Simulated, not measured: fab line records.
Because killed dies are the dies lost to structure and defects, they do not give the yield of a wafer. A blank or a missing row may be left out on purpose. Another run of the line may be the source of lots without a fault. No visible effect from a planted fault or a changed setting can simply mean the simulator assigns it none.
Chamber matching :: flow n5-finfet :: 3 sister chambers for N5_BEOL_M11_CURE_71 on uv-cure-01
The step cures SiCOH lowk, time 240 s. 3 wafers are shown with their chamber, then 10 later ones without.

WAFERS PAIRED WITH THEIR CHAMBERS
wafer: L076.6
chamber: 2
wafer_temp_C_max: 387.3

wafer: L082.6
chamber: 1
wafer_temp_C_max: 388.2

wafer: L089.5
chamber: 0
wafer_temp_C_max: 386.5

WAFERS MISSING THEIR CHAMBER
wafer: L089.6
wafer_temp_C_max: 386.2

wafer: L090.2
wafer_temp_C_max: 387.1

wafer: L090.5
wafer_temp_C_max: 387.9

wafer: L090.6
wafer_temp_C_max: 388.8

wafer: L091.4
wafer_temp_C_max: 386.4

wafer: L091.5
wafer_temp_C_max: 386.4

wafer: L091.6
wafer_temp_C_max: 387.1

wafer: L097.1
wafer_temp_C_max: 387.7

wafer: L097.2
wafer_temp_C_max: 387.3

wafer: L097.6
wafer_temp_C_max: 387.1

WHICH CHAMBER EACH ONE RAN IN
wafer: L089.6
from the rows above: 0
in truth: 0

wafer: L090.2
from the rows above: can't be placed: 2 or 0
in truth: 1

wafer: L090.5
from the rows above: can't be placed: 1 or 2
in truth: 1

wafer: L090.6
from the rows above: 1
in truth: 1

wafer: L091.4
from the rows above: 0
in truth: 0

wafer: L091.5
from the rows above: 0
in truth: 0

wafer: L091.6
from the rows above: can't be placed: 2 or 0
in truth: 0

wafer: L097.1
from the rows above: can't be placed: 2 or 1
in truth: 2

wafer: L097.2
from the rows above: 2
in truth: 2

wafer: L097.6
from the rows above: can't be placed: 2 or 0
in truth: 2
Correctly placed: 5 of 10. Not placeable from these rows: 5 (in 4, the candidates include the true chamber). 0 placed wrongly.
How it was worked out, from the rows above alone: a wafer's distance from a chamber is the root of the sum, over the readings, of the square of ((its reading less the chamber's mean) divided by the reading's scatter). If the next closest chamber is less than 2 further off than the closest, the wafer can't be placed; otherwise it belongs to the closest. Each chamber's mean is taken over the wafers shown for it. The scatter: with one shown wafer a chamber, the root of the mean of the squares of how far each hidden wafer lies from its nearest shown one.
